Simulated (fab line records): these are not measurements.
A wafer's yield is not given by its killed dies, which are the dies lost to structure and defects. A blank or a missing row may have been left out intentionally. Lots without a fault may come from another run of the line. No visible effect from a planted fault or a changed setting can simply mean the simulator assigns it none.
fab line records / flow n5-finfet / part 2 of 2: steps 26 to 26 of 26
record: lots: 6 wafers: 18 last-day: 19
route steps=1938 shown BEOL_M5@1130 PASSIVATION@1936
lots untouched by any fault: they come from a run of this same line in which no faults occurred
start-h: the number of hours between the record's first day and the start of the first shown wafer of the lot / wait-h: time in hours since the lot's previous step / " unchanged from the row above / L1.1+2: several wafers, shown together as one row / - no value, or no start was given / * or withheld: withheld / < > ~ a bound
route shown NAME@n: NAME is a module with steps in the file, n the number in the route of the first one / usual: the fault-free wafers' mean and standard deviation / same: alike in all rows / chamber/n: place in a boat / sites: readings site by site / _std_site: the values' standard deviation / _edge_site: inner sites' mean taken away from outer sites' mean / radius-mm: for every site, how far away it sits from the centre of the wafer / mask NAME#n: copy n / behind: the tool/chamber that last shaped the wafer / hold: why the lot went on hold/how many hours it stayed there/how the hold came to an end / device: the n, p or np transistor that did not switch / end of line: the tests these same wafers got at the end of their route / a step with no rows: only its recipe / killed: dies lost to structure and defects at the first sort, not the wafer's yield / map: per-die view of a wafer (x killed, . not killed, _ where there is no die)
set.NAME: the setting as run; set.NAME@STEP: as run at that earlier step / model.NAME: the simulator's own value behind a step, which no gauge read
certain route steps with their lots: each step a table, each wafer a row
services: when a tool's chamber went out of use (start-h, in hours from the record's first day, below 0 if earlier), for how many hours, and the reason
== steps ==
step: N5_PASSIVATION_PROBE_49
usual: defect-limited-yield: 91.4/1.2 killed_at_M0_to_M3: 34/9.1 killed_at_M4_up: 14/5.8 killed-at-contacts: 13/6 killed-at-front-end: 38/10 killed-at-other: 3.2/2.7 killed-dies: 102/14 killed-on-rim: 13/3.6 killed-open: 68/11 killed-short: 32/7.2 sort_bin_5_function: 5.1/0.83 sort_bin_6_memory: 3.2/0.56 sort-n-pass: 1078/14 sort-yield-pct: 91.4/1.2
same: gross-dies: 1180 killed-at-back-side: 0 sort_bin_4_leakage[%]: 0 sort_bin_8_speed[%]: 0
lot.wafer=L639.1 tool=prober-01 chamber=- start-h=291.05 wait-h=0.0 defect-limited-yield[%]=91.9 killed_at_M0_to_M3=31 killed_at_M4_up=4 killed-at-contacts=6 killed-at-front-end=51 killed-at-other=4 killed-dies=96 killed-on-rim=15 killed-open=54 killed-short=41 sort_bin_5_function[%]=5.2 sort_bin_6_memory[%]=2.7 sort-n-pass=1084 sort-yield-pct[%]=91.9
lot.wafer=L639.3 tool=prober-01 chamber=- start-h=291.15 wait-h=0.1 defect-limited-yield[%]=90.8 killed_at_M0_to_M3=24 killed_at_M4_up=14 killed-at-contacts=18 killed-at-front-end=47 killed-at-other=5 killed-dies=108 killed-on-rim=15 killed-open=81 killed-short=23 sort_bin_5_function[%]=5.0 sort_bin_6_memory[%]=3.8 sort-n-pass=1072 sort-yield-pct[%]=90.8
lot.wafer=L639.4 tool=prober-01 chamber=- start-h=291.20 wait-h=0.2 defect-limited-yield[%]=90.8 killed_at_M0_to_M3=42 killed_at_M4_up=17 killed-at-contacts=7 killed-at-front-end=40 killed-at-other=2 killed-dies=108 killed-on-rim=19 killed-open=65 killed-short=40 sort_bin_5_function[%]=4.2 sort_bin_6_memory[%]=4.6 sort-n-pass=1072 sort-yield-pct[%]=90.8
lot.wafer=L642.1 tool=prober-02 chamber=- start-h=359.84 wait-h=0.0 defect-limited-yield[%]=88.9 killed_at_M0_to_M3=42 killed_at_M4_up=12 killed-at-contacts=16 killed-at-front-end=59 killed-at-other=2 killed-dies=131 killed-on-rim=16 killed-open=79 killed-short=49 sort_bin_5_function[%]=6.1 sort_bin_6_memory[%]=4.6 sort-n-pass=1049 sort-yield-pct[%]=88.9
lot.wafer=L642.2 tool=prober-02 chamber=- start-h=359.89 wait-h=0.1 defect-limited-yield[%]=90.8 killed_at_M0_to_M3=48 killed_at_M4_up=6 killed-at-contacts=11 killed-at-front-end=40 killed-at-other=4 killed-dies=109 killed-on-rim=13 killed-open=65 killed-short=43 sort_bin_5_function[%]=6.2 sort_bin_6_memory[%]=2.5 sort-n-pass=1071 sort-yield-pct[%]=90.8
lot.wafer=L642.3 tool=prober-02 chamber=- start-h=359.94 wait-h=0.1 defect-limited-yield[%]=90.7 killed_at_M0_to_M3=34 killed_at_M4_up=9 killed-at-contacts=10 killed-at-front-end=56 killed-at-other=1 killed-dies=110 killed-on-rim=11 killed-open=69 killed-short=39 sort_bin_5_function[%]=5.7 sort_bin_6_memory[%]=3.1 sort-n-pass=1070 sort-yield-pct[%]=90.7
lot.wafer=L644.2 tool=prober-01 chamber=- start-h=388.35 wait-h=0.1 defect-limited-yield[%]=88.9 killed_at_M0_to_M3=43 killed_at_M4_up=10 killed-at-contacts=31 killed-at-front-end=38 killed-at-other=9 killed-dies=131 killed-on-rim=13 killed-open=93 killed-short=36 sort_bin_5_function[%]=6.4 sort_bin_6_memory[%]=4.4 sort-n-pass=1049 sort-yield-pct[%]=88.9
lot.wafer=L644.3 tool=prober-01 chamber=- start-h=388.40 wait-h=0.1 defect-limited-yield[%]=91.5 killed_at_M0_to_M3=27 killed_at_M4_up=12 killed-at-contacts=18 killed-at-front-end=43 killed-at-other=0 killed-dies=100 killed-on-rim=18 killed-open=70 killed-short=29 sort_bin_5_function[%]=5.1 sort_bin_6_memory[%]=2.9 sort-n-pass=1080 sort-yield-pct[%]=91.5
lot.wafer=L644.4 tool=prober-01 chamber=- start-h=388.45 wait-h=0.2 defect-limited-yield[%]=89.9 killed_at_M0_to_M3=39 killed_at_M4_up=13 killed-at-contacts=17 killed-at-front-end=42 killed-at-other=8 killed-dies=119 killed-on-rim=16 killed-open=79 killed-short=38 sort_bin_5_function[%]=6.4 sort_bin_6_memory[%]=3.5 sort-n-pass=1061 sort-yield-pct[%]=89.9
lot.wafer=L651.2 tool=prober-02 chamber=- start-h=424.26 wait-h=0.1 defect-limited-yield[%]=92.8 killed_at_M0_to_M3=26 killed_at_M4_up=13 killed-at-contacts=8 killed-at-front-end=38 killed-at-other=0 killed-dies=85 killed-on-rim=11 killed-open=56 killed-short=27 sort_bin_5_function[%]=4.8 sort_bin_6_memory[%]=2.3 sort-n-pass=1095 sort-yield-pct[%]=92.8
lot.wafer=L651.3 tool=prober-02 chamber=- start-h=424.31 wait-h=0.1 defect-limited-yield[%]=89.4 killed_at_M0_to_M3=48 killed_at_M4_up=7 killed-at-contacts=10 killed-at-front-end=56 killed-at-other=4 killed-dies=125 killed-on-rim=12 killed-open=84 killed-short=38 sort_bin_5_function[%]=7.3 sort_bin_6_memory[%]=3.1 sort-n-pass=1055 sort-yield-pct[%]=89.4
lot.wafer=L651.6 tool=prober-02 chamber=- start-h=424.46 wait-h=0.3 defect-limited-yield[%]=91.5 killed_at_M0_to_M3=42 killed_at_M4_up=7 killed-at-contacts=5 killed-at-front-end=40 killed-at-other=6 killed-dies=100 killed-on-rim=12 killed-open=61 killed-short=34 sort_bin_5_function[%]=5.4 sort_bin_6_memory[%]=2.7 sort-n-pass=1080 sort-yield-pct[%]=91.5
lot.wafer=L654.1 tool=prober-01 chamber=- start-h=424.97 wait-h=0.0 defect-limited-yield[%]=91.4 killed_at_M0_to_M3=29 killed_at_M4_up=18 killed-at-contacts=7 killed-at-front-end=34 killed-at-other=13 killed-dies=101 killed-on-rim=15 killed-open=57 killed-short=39 sort_bin_5_function[%]=5.7 sort_bin_6_memory[%]=2.8 sort-n-pass=1079 sort-yield-pct[%]=91.4
lot.wafer=L654.3 tool=prober-01 chamber=- start-h=425.07 wait-h=0.1 defect-limited-yield[%]=92.2 killed_at_M0_to_M3=16 killed_at_M4_up=11 killed-at-contacts=9 killed-at-front-end=45 killed-at-other=11 killed-dies=92 killed-on-rim=16 killed-open=58 killed-short=31 sort_bin_5_function[%]=5.7 sort_bin_6_memory[%]=1.9 sort-n-pass=1088 sort-yield-pct[%]=92.2
lot.wafer=L654.6 tool=prober-01 chamber=- start-h=425.22 wait-h=0.3 defect-limited-yield[%]=90.8 killed_at_M0_to_M3=20 killed_at_M4_up=23 killed-at-contacts=8 killed-at-front-end=51 killed-at-other=6 killed-dies=108 killed-on-rim=19 killed-open=68 killed-short=39 sort_bin_5_function[%]=5.9 sort_bin_6_memory[%]=3.0 sort-n-pass=1072 sort-yield-pct[%]=90.8
lot.wafer=L662.4 tool=prober-01 chamber=- start-h=464.70 wait-h=0.2 defect-limited-yield[%]=91.0 killed_at_M0_to_M3=41 killed_at_M4_up=15 killed-at-contacts=17 killed-at-front-end=33 killed-at-other=0 killed-dies=106 killed-on-rim=12 killed-open=74 killed-short=30 sort_bin_5_function[%]=4.9 sort_bin_6_memory[%]=3.8 sort-n-pass=1074 sort-yield-pct[%]=91.0
lot.wafer=L662.5 tool=prober-01 chamber=- start-h=464.75 wait-h=0.2 defect-limited-yield[%]=90.3 killed_at_M0_to_M3=37 killed_at_M4_up=16 killed-at-contacts=23 killed-at-front-end=36 killed-at-other=3 killed-dies=115 killed-on-rim=18 killed-open=74 killed-short=38 sort_bin_5_function[%]=5.1 sort_bin_6_memory[%]=4.2 sort-n-pass=1065 sort-yield-pct[%]=90.3
lot.wafer=L662.6 tool=prober-01 chamber=- start-h=464.80 wait-h=0.3 defect-limited-yield[%]=91.0 killed_at_M0_to_M3=23 killed_at_M4_up=17 killed-at-contacts=21 killed-at-front-end=44 killed-at-other=1 killed-dies=106 killed-on-rim=13 killed-open=73 killed-short=29 sort_bin_5_function[%]=5.6 sort_bin_6_memory[%]=3.0 sort-n-pass=1074 sort-yield-pct[%]=91.0
killed by level:class
L639.1 STI_FIN_REVEAL:geometric-particle:open=12 BEOL_M0_SAQP:geometric-particle:short=10 BEOL_M3:geometric-particle:open=9 FIN_SAQP:geometric-particle:open=8 FIN_SAQP:geometric-particle:short=8 BEOL_M0_SAQP:geometric-particle:open=7 STI_FIN_REVEAL:geometric-particle:short=4 ILD0:geometric-particle:short=4
L639.3 STI_FIN_REVEAL:geometric-particle:open=23 MOL_CONTACT_COAG:geometric-particle:open=17 FIN_SAQP:geometric-particle:open=9 BEOL_M0_SAQP:geometric-particle:open=5 BEOL_M2:geometric-particle:open=5 BEOL_M3:geometric-particle:open=4 GATE_CUT:geometric-particle:short=3 BEOL_M0:geometric-particle:short=3
L639.4 BEOL_M0_SAQP:geometric-particle:short=15 FIN_SAQP:geometric-particle:short=12 BEOL_M0_SAQP:geometric-particle:open=12 FIN_SAQP:geometric-particle:open=8 MOL_CONTACT_COAG:geometric-particle:open=7 STI_FIN_REVEAL:geometric-particle:open=6 BEOL_M1:geometric-particle:open=6 BEOL_M0:geometric-particle:open=4
L642.1 FIN_SAQP:geometric-particle:open=27 FIN_SAQP:geometric-particle:short=16 BEOL_M0_SAQP:geometric-particle:short=15 MOL_CONTACT_COAG:geometric-particle:open=12 BEOL_M0_SAQP:geometric-particle:open=11 STI_FIN_REVEAL:geometric-particle:open=5 GATE_CUT:geometric-particle:open=4 MOL_CONTACT_COAG:geometric-particle:short=4
L642.2 BEOL_M0_SAQP:geometric-particle:open=15 FIN_SAQP:geometric-particle:short=12 FIN_SAQP:geometric-particle:open=11 BEOL_M0_SAQP:geometric-particle:short=10 BEOL_M2:geometric-particle:open=10 MOL_CONTACT_COAG:geometric-particle:open=6 MOL_CONTACT_COAG:geometric-particle:short=5 GATE_CUT:geometric-particle:short=4
L642.3 FIN_SAQP:geometric-particle:open=18 FIN_SAQP:geometric-particle:short=9 STI_FIN_REVEAL:geometric-particle:open=9 BEOL_M0_SAQP:geometric-particle:short=8 BEOL_M0_SAQP:geometric-particle:open=8 MOL_CONTACT_COAG:geometric-particle:open=7 BEOL_M3:geometric-particle:open=7 DUMMY_GATE:geometric-particle:open=6
L644.2 MOL_CONTACT_COAG:geometric-particle:open=26 FIN_SAQP:geometric-particle:open=12 BEOL_M3:geometric-particle:open=12 BEOL_M0_SAQP:geometric-particle:open=9 BEOL_M2:geometric-particle:open=8 STI_FIN_REVEAL:geometric-particle:open=7 BEOL_M0_SAQP:geometric-particle:short=6 FIN_SAQP:geometric-particle:short=5
L644.3 MOL_CONTACT_COAG:geometric-particle:open=15 FIN_SAQP:geometric-particle:open=14 STI_FIN_REVEAL:geometric-particle:open=12 BEOL_M0_SAQP:geometric-particle:short=6 BEOL_M0_SAQP:geometric-particle:open=6 BEOL_M3:geometric-particle:open=6 FIN_SAQP:geometric-particle:short=5 BEOL_M2:geometric-particle:open=5
L644.4 MOL_CONTACT_COAG:geometric-particle:open=16 STI_FIN_REVEAL:geometric-particle:open=14 BEOL_M0_SAQP:geometric-particle:open=12 BEOL_M0_SAQP:geometric-particle:short=9 BEOL_M3:geometric-particle:open=8 FIN_SAQP:geometric-particle:open=7 STI_FIN_REVEAL:geometric-particle:short=5 FIN_SAQP:geometric-particle:short=4
L651.2 STI_FIN_REVEAL:geometric-particle:open=13 MOL_CONTACT_COAG:geometric-particle:open=8 BEOL_M0_SAQP:geometric-particle:open=7 DUMMY_GATE:geometric-particle:open=6 BEOL_M0_SAQP:geometric-particle:short=6 FIN_SAQP:geometric-particle:open=4 GATE_CUT:geometric-particle:short=4 BEOL_M2:geometric-particle:short=3
L651.3 FIN_SAQP:geometric-particle:open=20 BEOL_M0_SAQP:geometric-particle:short=14 STI_FIN_REVEAL:geometric-particle:open=12 MOL_CONTACT_COAG:geometric-particle:open=10 BEOL_M0_SAQP:geometric-particle:open=9 BEOL_M2:geometric-particle:open=9 DUMMY_GATE:geometric-particle:open=6 BEOL_M1:geometric-particle:open=5
L651.6 STI_FIN_REVEAL:geometric-particle:open=11 BEOL_M0_SAQP:geometric-particle:open=9 BEOL_M3:geometric-particle:open=8 BEOL_M0_SAQP:geometric-particle:short=8 BEOL_M1:geometric-particle:open=5 STARTING-WAFER:geometric-particle:open=5 FIN_SAQP:geometric-particle:open=4 FIN_SAQP:geometric-particle:short=4
L654.1 BEOL_M4:geometric-particle:open=11 FIN_SAQP:geometric-particle:open=10 FIN_SAQP:geometric-particle:short=9 PASS1_CAP:geometric-particle:short=7 BEOL_M0_SAQP:geometric-particle:short=6 BEOL_M2:geometric-particle:open=6 MOL_CONTACT_COAG:geometric-particle:open=5 BEOL_M0_SAQP:geometric-particle:open=5
L654.3 FIN_SAQP:geometric-particle:open=15 FIN_SAQP:geometric-particle:short=10 MOL_CONTACT_COAG:geometric-particle:open=7 GATE_CUT:geometric-particle:short=6 PASS1_CAP:geometric-particle:open=5 STI_FIN_REVEAL:geometric-particle:open=4 BEOL_M1:geometric-particle:open=4 DUMMY_GATE:geometric-particle:open=3
L654.6 FIN_SAQP:geometric-particle:short=20 FIN_SAQP:geometric-particle:open=16 BEOL_M4:geometric-particle:open=9 BEOL_M1:geometric-particle:open=8 MOL_CONTACT_COAG:geometric-particle:open=5 DUMMY_GATE:geometric-particle:open=4 GATE_CUT:geometric-particle:short=3 MOL_CONTACT_COAG:geometric-particle:short=3
L662.4 MOL_CONTACT_COAG:geometric-particle:open=14 BEOL_M3:geometric-particle:open=10 BEOL_M2:geometric-particle:open=9 DUMMY_GATE:geometric-particle:open=7 BEOL_M4:geometric-particle:open=7 STI_FIN_REVEAL:geometric-particle:open=6 BEOL_M0_SAQP:geometric-particle:open=5 BEOL_M0_SAQP:geometric-particle:short=5
L662.5 MOL_CONTACT_COAG:geometric-particle:open=19 STI_FIN_REVEAL:geometric-particle:open=11 BEOL_M3:geometric-particle:open=10 BEOL_M0_SAQP:geometric-particle:short=9 BEOL_M4:geometric-particle:open=7 BEOL_M2:geometric-particle:open=6 DUMMY_GATE:geometric-particle:open=5 GATE_CUT:geometric-particle:short=5
L662.6 MOL_CONTACT_COAG:geometric-particle:open=17 STI_FIN_REVEAL:geometric-particle:open=12 BEOL_M4:geometric-particle:open=7 FIN_SAQP:geometric-particle:open=6 DUMMY_GATE:geometric-particle:open=6 BEOL_M3:geometric-particle:open=6 GATE_CUT:geometric-particle:short=4 MOL_CONTACT_COAG:geometric-particle:short=4
== services ==
tool=rie-metal-02 chamber=0 start-h=175.32 hours=- kind=clean
tool=rie-metal-02 chamber=0 start-h=175.32 hours=27.5 kind=scheduled-down
tool=rie-metal-02 chamber=0 start-h=175.32 hours=27.5 kind=vent-cycle
tool=rie-diel-06 chamber=1 start-h=191.50 hours=1.4 kind=repair
tool=rie-metal-02 chamber=- start-h=217.72 hours=0.6 kind=repair
tool=rie-metal-02 chamber=1 start-h=222.82 hours=2.3 kind=repair
tool=rie-diel-06 chamber=2 start-h=239.31 hours=3.9 kind=repair
tool=rie-diel-02 chamber=3 start-h=241.79 hours=7.1 kind=repair
tool=rie-metal-02 chamber=- start-h=249.13 hours=0.4 kind=repair
tool=rie-diel-05 chamber=0 start-h=257.97 hours=- kind=clean
tool=rie-diel-05 chamber=0 start-h=257.97 hours=- kind=consumable-replace:focus-ring
tool=rie-diel-05 chamber=0 start-h=257.97 hours=16.8 kind=scheduled-down
tool=rie-diel-05 chamber=0 start-h=257.97 hours=16.8 kind=vent-cycle
tool=rie-diel-06 chamber=- start-h=266.99 hours=1.0 kind=repair
tool=rie-metal-02 chamber=- start-h=309.22 hours=2.8 kind=pm
tool=rie-diel-02 chamber=0 start-h=319.57 hours=- kind=clean
tool=rie-diel-02 chamber=0 start-h=319.57 hours=- kind=consumable-replace:focus-ring
tool=rie-diel-02 chamber=0 start-h=319.57 hours=- kind=consumable-replace:showerhead
tool=rie-diel-02 chamber=0 start-h=319.57 hours=16.1 kind=scheduled-down
tool=rie-diel-02 chamber=0 start-h=319.57 hours=16.1 kind=vent-cycle
tool=rie-metal-01 chamber=- start-h=352.24 hours=14.6 kind=pm
tool=rie-diel-05 chamber=0 start-h=359.41 hours=10.1 kind=repair
tool=litho-track-02 chamber=- start-h=360.60 hours=- kind=consumable-replace:filter
